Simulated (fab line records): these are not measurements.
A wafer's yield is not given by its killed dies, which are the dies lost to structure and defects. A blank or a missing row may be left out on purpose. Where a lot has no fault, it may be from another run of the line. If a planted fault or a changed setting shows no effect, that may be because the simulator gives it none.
The tool behind it: which one? + flow nand-harc + 13 lots with 39 wafers sampled at 6 steps, on a route of 1159 steps

== WHAT EACH GAUGE READ, for each wafer ==
NHARC_A_ONON_D1_THK_MEAS_30: measures by ellipsometry. Usual: 998 nm for thk-nm, sd 9.3.
| lot  | measured     | on            | thk-nm (nm)    | flag |
|------|--------------|---------------|----------------|------|
| L911 | day 7 21:06  | film-metro-02 | 1000 1000 999  |      |
| L913 | day 8 11:01  | film-metro-01 | 999 999 998    |      |
| L914 | day 9 02:02  | film-metro-01 | 987 987 985    |      |
| L916 | day 9 09:19  | film-metro-01 | 995 993 993    |      |
| L917 | day 9 21:05  | film-metro-02 | 1009 1012 1009 |      |
| L918 | day 10 01:53 | film-metro-02 | 993 992 993    |      |
| L920 | day 10 14:53 | film-metro-01 | 1007 1007 1008 |      |
| L925 | day 11 07:55 | film-metro-01 | 994 994 994    |      |
| L923 | day 11 07:56 | film-metro-02 | 991 990 989    |      |
| L929 | day 12 08:12 | film-metro-01 | 994 994 995    |      |
| L930 | day 12 14:10 | film-metro-02 | 683 682 680    | OFF  |
| L932 | day 13 07:14 | film-metro-01 | 647 646 646    | OFF  |
| L934 | day 14 01:29 | film-metro-02 | 998 998 998    |      |

NHARC_A_CHANNEL_HOLE_D1_CD_MEAS_10 targets a cd of 100 nm. Usual: 100.2 nm for cd-nm, sd 0.57.
| lot  | measured     | on        | cd-nm (nm)        | flag |
|------|--------------|-----------|-------------------|------|
| L911 | day 8 01:20  | cd-sem-02 | 100.1 100.3 99.5  |      |
| L913 | day 8 17:05  | cd-sem-03 | 100.2 100.0 99.7  |      |
| L914 | day 9 05:15  | cd-sem-02 | 99.8 99.1 100.0   |      |
| L916 | day 9 12:37  | cd-sem-01 | 100.4 101.0 100.7 |      |
| L917 | day 10 01:23 | cd-sem-03 | 99.7 99.1 98.9    |      |
| L918 | day 10 06:39 | cd-sem-02 | 101.1 100.8 101.0 |      |
| L920 | day 10 20:50 | cd-sem-03 | 100.0 99.3 100.1  |      |
| L925 | day 11 11:42 | cd-sem-02 | 100.0 100.8 99.9  |      |
| L923 | day 11 12:44 | cd-sem-02 | 101.3 100.3 100.5 |      |
| L929 | day 12 12:12 | cd-sem-01 | 101.1 100.3 99.5  |      |
| L934 | day 14 04:45 | cd-sem-03 | 99.7 98.8 100.2   |      |

NHARC_A_CHANNEL_HOLE_D1_OVL_MEAS_11. Usual: overlay-x-nm -0.1 nm, standard deviation 0.72; overlay-y-nm 0.1 nm, standard deviation 0.66.
| lot  | measured     | on         | overlay-x-nm (nm) | overlay-y-nm (nm) | flag |
|------|--------------|------------|-------------------|-------------------|------|
| L911 | day 8 01:26  | overlay-01 | -1.1 -0.5 -0.7    | 0.6 0.4 1.1       |      |
| L913 | day 8 17:10  | overlay-02 | 0.3 -0.3 0.0      | -1.2 -0.9 -0.6    |      |
| L914 | day 9 05:20  | overlay-01 | 0.3 0.3 0.0       | 1.6 1.2 1.5       |      |
| L916 | day 9 12:43  | overlay-01 | -0.1 0.0 -0.4     | -0.1 0.1 -0.2     |      |
| L917 | day 10 01:28 | overlay-01 | -0.6 -0.3 -0.3    | -1.1 -1.0 -1.1    |      |
| L918 | day 10 06:44 | overlay-02 | -0.6 -0.1 -0.4    | -0.1 -0.5 0.1     |      |
| L920 | day 10 20:56 | overlay-01 | 0.0 0.2 0.1       | 0.7 1.1 0.7       |      |
| L925 | day 11 11:47 | overlay-01 | 1.3 1.6 0.6       | 0.6 1.1 1.1       |      |
| L923 | day 11 12:49 | overlay-02 | 0.0 0.2 -0.4      | 0.4 0.6 0.5       |      |
| L929 | day 12 12:17 | overlay-01 | -0.4 -0.6 0.1     | 0.5 0.0 0.1       |      |
| L934 | day 14 04:50 | overlay-02 | 1.1 1.3 1.3       | 0.2 -0.3 -0.5     |      |

NHARC_END_SORT_01. Usual: killed-at-array 25, standard deviation 9.2; killed-at-other 0.8, standard deviation 1.2; killed-at-periphery 3.9, standard deviation 2.6; killed-dies 30, standard deviation 9.7; killed-open 3.4, standard deviation 1.9; killed-short 2.0, standard deviation 1.4.
| lot  | measured     | on        | killed-at-array | killed-at-other | killed-at-periphery | killed-dies | killed-open | killed-short | flag |
|------|--------------|-----------|-----------------|-----------------|---------------------|-------------|-------------|--------------|------|
| L930 | day 24 00:33 | prober-01 | 674 674 676     | 2 0 1           | 1 3 0               | 677 677 677 | 3 8 1       | 3 2 3        | OFF  |
| L932 | day 24 09:05 | prober-02 | 670 675 674     | 4 2 1           | 3 0 2               | 677 677 677 | 6 5 0       | 1 2 2        | OFF  |

== TOOL THAT RAN EACH LOT (tool first, then ch and the chambers of the sampled wafers, then the start) ==
| lot  | NHARC_P_BONDPAD_ACTIVATE_29        | NHARC_A_ONON_D1_DEP_28           |
|------|------------------------------------|----------------------------------|
| L911 | rie-diel-02 ch 0,1,2, day 6 08:55  | pecvd-onon-01 ch 0, day 7 20:35  |
| L913 | rie-diel-08 ch 1,3, day 6 23:16    | pecvd-onon-02 ch 0, day 8 10:34  |
| L914 | rie-diel-08 ch 0,2,3, day 7 12:29  | pecvd-onon-01 ch 0, day 9 01:32  |
| L916 | rie-diel-04 ch 1,2,3, day 7 20:17  | pecvd-onon-03 ch 0, day 9 08:49  |
| L917 | rie-diel-08 ch 0,2,3, day 8 07:44  | pecvd-onon-02 ch 0, day 9 20:41  |
| L918 | rie-diel-08 ch 0,1, day 8 12:52    | pecvd-onon-03 ch 0, day 10 01:25 |
| L920 | rie-diel-08 ch 0,1,3, day 8 23:40  | pecvd-onon-01 ch 0, day 10 14:22 |
| L925 | rie-diel-08 ch 0,1,2, day 9 14:10  | pecvd-onon-01 ch 0, day 11 07:28 |
| L923 | rie-diel-08 ch 0,1,2, day 9 14:59  | pecvd-onon-02 ch 0, day 11 07:32 |
| L929 | rie-diel-02 ch 0,1,3, day 10 22:33 | pecvd-onon-03 ch 0, day 12 07:41 |
| L930 | rie-diel-08 ch 0,2, day 11 02:30   | pecvd-onon-03 ch 0, day 12 13:43 |
| L932 | rie-diel-08 ch 1,2, day 11 17:20   | pecvd-onon-03 ch 0, day 13 06:51 |
| L934 | rie-diel-08 ch 0,1,3, day 12 08:46 | pecvd-onon-02 ch 0, day 14 01:01 |
- NHARC_P_BONDPAD_ACTIVATE_29: chemistry N2, time 60 s.
- NHARC_A_ONON_D1_DEP_28: target thk 1000 nm.

== WHAT THE TOOLS THEMSELVES READ (means of the sampled wafers that have a number; where no wafer has one, the mark that the record gives instead) ==
NHARC_P_BONDPAD_ACTIVATE_29. Usual: drypump-motor-current-A 5.40 A, standard deviation 0.26; oes-product-au 1.001 a.u., standard deviation 0.0099; rf-vpp-V 64.3 V, standard deviation 1.1; showerhead-plenum-p-Torr 1.82 Torr, standard deviation 0.088.
| lot  | tool        | drypump-motor-current-A (A) | oes-product-au (a.u.) | rf-vpp-V (V) | showerhead-plenum-p-Torr (Torr) | flag |
|------|-------------|-----------------------------|-----------------------|--------------|---------------------------------|------|
| L911 | rie-diel-02 | 5.69                        | 0.998                 | 63.3         | 1.75                            |      |
| L913 | rie-diel-08 | 5.25                        | 0.990                 | 64.6         | 1.86                            |      |
| L914 | rie-diel-08 | 5.48                        | 1.002                 | 63.6         | 1.80                            |      |
| L916 | rie-diel-04 | 6.32                        | 1.009                 | 64.2         | 1.71                            | OFF  |
| L917 | rie-diel-08 | 5.48                        | 0.997                 | 65.3         | 1.80                            |      |
| L918 | rie-diel-08 | 5.21                        | 0.998                 | 65.7         | 1.91                            |      |
| L920 | rie-diel-08 | 5.40                        | 1.002                 | 64.3         | 1.86                            |      |
| L925 | rie-diel-08 | 5.31                        | 1.003                 | 65.4         | 1.85                            |      |
| L923 | rie-diel-08 | 5.32                        | 0.993                 | 65.9         | 1.85                            |      |
| L929 | rie-diel-02 | 5.41                        | 0.995                 | 63.9         | 1.77                            |      |
| L930 | rie-diel-08 | 5.42                        | 1.005                 | 64.3         | 1.78                            |      |
| L932 | rie-diel-08 | 5.25                        | 1.015                 | 64.5         | 1.77                            |      |
| L934 | rie-diel-08 | 5.39                        | 1.005                 | 64.1         | 1.86                            |      |

== THE ANSWER, worked out from the rows above alone ==
Rule: a lot counts as off when the mean over its wafers that have a number is more than 3 standard deviations away from the usual mean. Also off: a lot with no number at a reading for which 4 or more lots have one. Any other lot the step has rows for is counted as sound. After the gauges, taken in route order, come the tools' own readings; for these a lot's mean is taken, as printed above. The first step at which some lot is off is used, and at that step the reading that is off furthest; a lot without a number counts as furthest.
Off, at NHARC_A_ONON_D1_THK_MEAS_30 on thk-nm: L930, L932.
If a tool, at a process step before that reading, ran all the lots that are off and no sound lot after the first of them, it fits. The gauges at NHARC_A_ONON_D1_THK_MEAS_30 aren't tried: what is off there is off at NHARC_END_SORT_01 too, on other tools, and a gauge's error can't cause that. One candidate fits, namely pecvd-onon-03 at NHARC_A_ONON_D1_DEP_28. Its last sound lot is L929 (day 12 07:41), its first lot that is off L930 (day 12 13:43): a fault that began between those two fits.

== WHAT THE SIMULATOR HAD PUT IN ==
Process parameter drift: pecvd-onon-03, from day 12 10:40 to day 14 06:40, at NHARC_A_ONON_D1_DEP_28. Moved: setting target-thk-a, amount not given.
Shown lots that were struck: L930, L932. This agrees with what the rule above found.
